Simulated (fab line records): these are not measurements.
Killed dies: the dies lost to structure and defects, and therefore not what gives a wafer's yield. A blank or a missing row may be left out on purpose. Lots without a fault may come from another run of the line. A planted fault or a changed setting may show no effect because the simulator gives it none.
Which of the tools did it? + flow n5_finfet + 12 lots (36 wafers sampled), 1 step of a 1938-step route

## WHAT EACH GAUGE READ, for each wafer
N5_BEOL_M0_SAQP_INSPECT_16: inspects for defects (brightfield).
| lot  | measured     | on                | raw_defect_count |
|------|--------------|-------------------|------------------|
| L075 | day 6 17:45  | defect_inspect-01 | 498 356 463      |
| L078 | day 6 17:59  | defect_inspect-01 | 423 419 377      |
| L079 | day 6 19:55  | defect_inspect-02 | 822 491 500      |
| L081 | day 7 08:14  | defect_inspect-01 | 324 239 483      |
| L083 | day 7 22:00  | defect_inspect-02 | 405 529 527      |
| L085 | day 8 16:55  | defect_inspect-01 | 481 430 551      |
| L087 | day 8 23:55  | defect_inspect-02 | 581 440 653      |
| L089 | day 9 14:25  | defect_inspect-01 | 585 502 450      |
| L092 | day 9 20:20  | defect_inspect-01 | 299 395 295      |
| L093 | day 10 10:49 | defect_inspect-01 | 520 568 484      |
| L095 | day 10 19:16 | defect_inspect-01 | 550 696 708      |
| L097 | day 11 07:52 | defect_inspect-01 | 436 523 279      |

## EACH LOT AND THE TOOL THAT RAN IT (in order: tool; ch and the chambers of the sampled wafers; start)
No process step before these readings appears in the record.

## THE ANSWER, worked out from the rows above alone
Rule: usual is defined by the lots themselves. Put in order of their means at a reading, lots are off if they are a third of the lots or fewer, leave a main group of 4 or more, and stand apart from it by a gap of 3 or more times the standard deviation of the main group's means; of several such gaps the widest counts. If all means in a main group match to the digits the tables above print for the reading, that group is not used. Also off: a lot with no number at a reading for which 4 or more lots have one. Where the step has rows for the other lots, those lots are counted as sound.
Across all readings shown, no lot is off: no conclusion can be drawn from this.

## WHAT WAS PUT IN BY THE SIMULATOR
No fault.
